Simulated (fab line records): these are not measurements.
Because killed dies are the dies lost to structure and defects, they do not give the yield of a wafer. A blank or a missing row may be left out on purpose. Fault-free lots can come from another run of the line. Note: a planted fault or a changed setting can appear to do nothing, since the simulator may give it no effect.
What tool caused it?	flow nand harc	18 wafers from 6 lots sampled at 3 of the route's 1159 steps

## WHAT THE GAUGES READ, wafer by wafer
NHARC_A_ONON_D1_THK_MEAS_21: measures by ellipsometry.
lot	measured	on	thk nm (nm)
L789	day 8 12:14	film metro-02	1003 1003 1004
L804	day 11 05:46	film metro-02	1003 1005 1002
L802	day 11 13:12	film metro-01	762 760 765
L807	day 12 17:04	film metro-01	987 986 987
L808	day 12 17:33	film metro-02	987 986 986
L812	day 14 02:46	film metro-02	999 998 998

## WHICH TOOL RAN EACH LOT (tool, then ch and the chambers of the sampled wafers, then the start)
lot	NHARC_A_ZERO_WELL_ETCH_13	NHARC_A_ONON_D1_DEP_19
L789	rie si-03 ch 0,2,3, day 7 01:14	pecvd onon-01 ch 0, day 8 11:51
L804	rie si-03 ch 0,1,3, day 9 21:05	pecvd onon-02 ch 0, day 11 05:19
L802	rie si-04 ch 1,2,3, day 10 05:02	pecvd onon-03 ch 0, day 11 12:48
L807	rie si-03 ch 1,2,3, day 11 04:40	pecvd onon-01 ch 0, day 12 16:44
L808	rie si-04 ch 1,2,3, day 11 06:20	pecvd onon-02 ch 0, day 12 17:10
L812	rie si-03 ch 0,3, day 12 11:14	pecvd onon-02 ch 0, day 14 02:19
- NHARC_A_ZERO_WELL_ETCH_13: etches the open film in HBr/Cl2, target depth 120 nm, time 40.1 s.
- NHARC_A_ONON_D1_DEP_19: target thk 1000 nm.

## THE ANSWER, worked out from the rows above alone
Rule: the usual values come from the lots themselves. The widest of any qualifying gaps counts: lots, ordered by their means at a reading, are off when they make up no more than a third of the lots, leave a main group of 4 or more, and stand apart from it by 3 or more times the standard deviation of that group's means. The tables above print the reading to a certain number of digits; a main group whose means all agree to those digits is not used. A lot without any number at a reading at which 4 lots or more have one is off too. The other lots that the step has rows for count as sound.
Off: L802 (NHARC_A_ONON_D1_THK_MEAS_21, thk nm). The main group has a mean of 996 nm with a standard deviation of 7.7.
A tool fits if, at a process step before that reading, it ran every lot that is off, and no sound lot after the first of them. The gauges at NHARC_A_ONON_D1_THK_MEAS_21 are tried like those tools. One candidate fits, namely pecvd onon-03 at NHARC_A_ONON_D1_DEP_19. It ran no sound lot before its first lot that is off in this sample, so the start can't be narrowed down.

## WHAT THE SIMULATOR HAD PUT IN
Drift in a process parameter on pecvd onon-03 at NHARC_A_ONON_D1_DEP_19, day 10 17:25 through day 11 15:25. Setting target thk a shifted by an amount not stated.
Lots struck among those shown: L802. Same finding as the rule above.
